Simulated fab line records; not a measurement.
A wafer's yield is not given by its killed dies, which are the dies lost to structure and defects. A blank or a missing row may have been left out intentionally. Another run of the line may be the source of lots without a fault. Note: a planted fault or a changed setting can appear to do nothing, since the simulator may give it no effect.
8D (eight disciplines) problem report, filled in by code    flow n5Finfet    the parts of the form that need people (team, actions taken, sign-off) are left out

1. THE PROBLEM
Wafers without a fault read 92.8 nm, standard deviation 0.63; cdNm at N5_HKMG_FIN_CD_MEAS_12 reads a mean of 64.0 nm on 4 wafers belonging to 2 lots. Relative to the usual mean, that is a shift of -46 standard deviations.
The step: target cd 92.8 nm.
First observed at day 6 20:47: wafer L860.2, on cdSem-03. At this step, 42 wafers from 14 lots have a number in the record. Rule for "out" (also "out of limits"): further than 4 standard deviations from the usual mean. All remaining wafers that have a number are taken as sound.

2. WHAT THIS IS AND IS NOT
question                     is                              is not
which readings at this step  cdNm                            -
which lots                   L860, L862                      L849, L850, L851, L852, L854, L856, L863, L866, L867, L868, L871, L872
which wafers of those lots   L860.2, L862.1, L862.2, L862.3  L860.4, L860.5
read on which gauges         cdSem-01, cdSem-03              cdSem-02
when                         from day 6 20:47                up to then (20 sound wafers); but 18 sound wafers of L863, L866, L867, L868, L871, L872 came after

3. SUSPECTS, AND WHAT RULES EACH OUT
Counting: any tool at a process step up to the reading remains a suspect provided it ran every lot that is out. Sound lots after the first of them don't rule it out here, since some wafers of a struck lot are sound.
- the gauge at N5_HKMG_FIN_CD_MEAS_12 is ruled out. Those wafers that are out were read across 2 gauges (cdSem-01, cdSem-03).
- arfiScanner-03 at N5_HKMG_FIN_EXPOSE_09 (exposes mask NWFM): kept. Every lot that is out went through it, the first being L860 (day 6 20:40); the last sound lot it ran before that was L854 (day 5 08:47).
Remaining after the count: arfiScanner-03 at N5_HKMG_FIN_EXPOSE_09.

4. THE CAUSE (what the simulator had put in)
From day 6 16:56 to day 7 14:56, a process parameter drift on arfiScanner-03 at N5_HKMG_FIN_EXPOSE_09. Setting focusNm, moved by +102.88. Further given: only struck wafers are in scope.
After counting, this tool was the only one left.

5. SEQUENCE OF EFFECTS, ordered by route
Rows list readings where the struck wafers' mean (over those with a number) sits beyond 3 standard deviations from the usual. Only readings for which the record gives a usual standard deviation are gone through. hours: the time from each lot's start at the first step in this table that gives one to its start at this step, as a median over the lots. sigmas: the change in usual standard deviations.
hours  step                    reading  usual    on struck wafers  change  sigmas
0      N5_HKMG_FIN_CD_MEAS_12  cdNm     92.8 nm  64.0              -28.8   -46
At these later measuring or inspecting steps, every struck wafer for which the step has a row has a number for every such reading, and none has moved that far: N5_HKMG_FIN_INSPECT_14.

6. HOW IT WOULD HAVE BEEN CAUGHT EARLIER
In this record the first reading out of limits at a measuring or inspecting step was taken at day 6 20:47, 4 hours after the fault began at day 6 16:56.
Tool readings at N5_HKMG_FIN_EXPOSE_09 with a usual standard deviation given in the record: none out on any struck wafer, hence no alarm at a limit of 4 standard deviations on them.
Lots out: 2; of these, L862 started N5_HKMG_FIN_EXPOSE_09 on arfiScanner-03 after day 6 20:47. A tool hold placed at that time would have kept it from harm.
